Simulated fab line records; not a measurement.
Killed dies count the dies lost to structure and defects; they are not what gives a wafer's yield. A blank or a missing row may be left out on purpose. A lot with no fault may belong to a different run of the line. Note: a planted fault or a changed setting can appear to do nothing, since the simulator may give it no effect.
Matching of chambers / flow nand harc / 4 sister chambers for NHARC_A_CONTACT_ETCH_110 on rie diel-04
The step etches the open film in CF4/O2, target depth 60 nm, overetch 6 nm, time 33 s. 16 wafers are shown with their chamber, then 8 later ones without.

## WAFERS WITH THEIR CHAMBER
wafer=L800.1; chamber=2; showerhead plenum p Torr (Torr)=1.38; drypump motor current A (A)=5.2; rf vpp V (V)=198.8
wafer=L800.4; chamber=0; showerhead plenum p Torr (Torr)=1.39; drypump motor current A (A)=5.4; rf vpp V (V)=199.9
wafer=L800.6; chamber=2; showerhead plenum p Torr (Torr)=1.38; drypump motor current A (A)=5.2; rf vpp V (V)=199.7
wafer=L805.2; chamber=3; showerhead plenum p Torr (Torr)=1.36; drypump motor current A (A)=5.3; rf vpp V (V)=198.2
wafer=L805.3; chamber=1; showerhead plenum p Torr (Torr)=1.33; drypump motor current A (A)=5.4; rf vpp V (V)=195.6
wafer=L805.5; chamber=1; showerhead plenum p Torr (Torr)=1.33; drypump motor current A (A)=5.4; rf vpp V (V)=197.2
wafer=L809.1; chamber=0; showerhead plenum p Torr (Torr)=1.39; drypump motor current A (A)=5.4; rf vpp V (V)=198.7
wafer=L809.3; chamber=1; showerhead plenum p Torr (Torr)=1.33; drypump motor current A (A)=5.4; rf vpp V (V)=196.4
wafer=L809.6; chamber=1; showerhead plenum p Torr (Torr)=1.33; drypump motor current A (A)=5.4; rf vpp V (V)=198.6
wafer=L810.3; chamber=3; showerhead plenum p Torr (Torr)=1.36; drypump motor current A (A)=5.3; rf vpp V (V)=198.2
wafer=L810.4; chamber=2; showerhead plenum p Torr (Torr)=1.38; drypump motor current A (A)=5.2; rf vpp V (V)=198.8
wafer=L810.5; chamber=3; showerhead plenum p Torr (Torr)=1.36; drypump motor current A (A)=5.3; rf vpp V (V)=198.0
wafer=L814.1; chamber=1; showerhead plenum p Torr (Torr)=1.33; drypump motor current A (A)=5.4; rf vpp V (V)=198.6
wafer=L814.2; chamber=0; showerhead plenum p Torr (Torr)=1.38; drypump motor current A (A)=5.4; rf vpp V (V)=198.4
wafer=L814.5; chamber=1; showerhead plenum p Torr (Torr)=1.33; drypump motor current A (A)=5.4; rf vpp V (V)=196.9
wafer=L819.1; chamber=0; showerhead plenum p Torr (Torr)=1.38; drypump motor current A (A)=5.5; rf vpp V (V)=198.5

SIGNATURES (averages over the wafers above)
reading=showerhead plenum p Torr; chamber 0=1.3850; chamber 1=1.3300; chamber 2=1.3800; chamber 3=1.3600; scatter within a chamber=0.00289
reading=drypump motor current A; chamber 0=5.425; chamber 1=5.400; chamber 2=5.200; chamber 3=5.300; scatter within a chamber=0.025
reading=rf vpp V; chamber 0=198.875; chamber 1=197.217; chamber 2=199.100; chamber 3=198.133; scatter within a chamber=0.877
Rule: distance of a wafer from a chamber = root of the sum over the readings of ((wafer's reading minus chamber's mean) / reading's scatter) squared. If the next closest chamber is less than 2 further off than the closest, the wafer can't be placed; otherwise it belongs to the closest. The scatter: take each reading less its chamber's mean, square it, sum over the shown wafers, divide by the number of wafers less the number of chambers, and take the root.

## WAFERS MISSING THEIR CHAMBER
wafer=L819.4; showerhead plenum p Torr (Torr)=1.32; drypump motor current A (A)=5.4; rf vpp V (V)=197.0
wafer=L819.5; showerhead plenum p Torr (Torr)=1.38; drypump motor current A (A)=5.4; rf vpp V (V)=198.7
wafer=L821.1; showerhead plenum p Torr (Torr)=1.38; drypump motor current A (A)=5.4; rf vpp V (V)=198.4
wafer=L821.5; showerhead plenum p Torr (Torr)=1.35; drypump motor current A (A)=5.3; rf vpp V (V)=199.5
wafer=L821.6; showerhead plenum p Torr (Torr)=1.38; drypump motor current A (A)=5.2; rf vpp V (V)=199.7
wafer=L822.1; showerhead plenum p Torr (Torr)=1.32; drypump motor current A (A)=5.4; rf vpp V (V)=198.9
wafer=L822.3; showerhead plenum p Torr (Torr)=1.35; drypump motor current A (A)=5.3; rf vpp V (V)=199.1
wafer=L822.4; showerhead plenum p Torr (Torr)=1.38; drypump motor current A (A)=5.4; rf vpp V (V)=199.9

## EACH ONE'S CHAMBER
wafer=L819.4; from the rows above=1; in truth=1
wafer=L819.5; from the rows above=0; in truth=0
wafer=L821.1; from the rows above=0; in truth=0
wafer=L821.5; from the rows above=3; in truth=3
wafer=L821.6; from the rows above=2; in truth=2
wafer=L822.1; from the rows above=1; in truth=1
wafer=L822.3; from the rows above=3; in truth=3
wafer=L822.4; from the rows above=0; in truth=0
Correct placement for 8 of the 8. From these rows, 0 cannot be placed. Placed wrongly: 0.
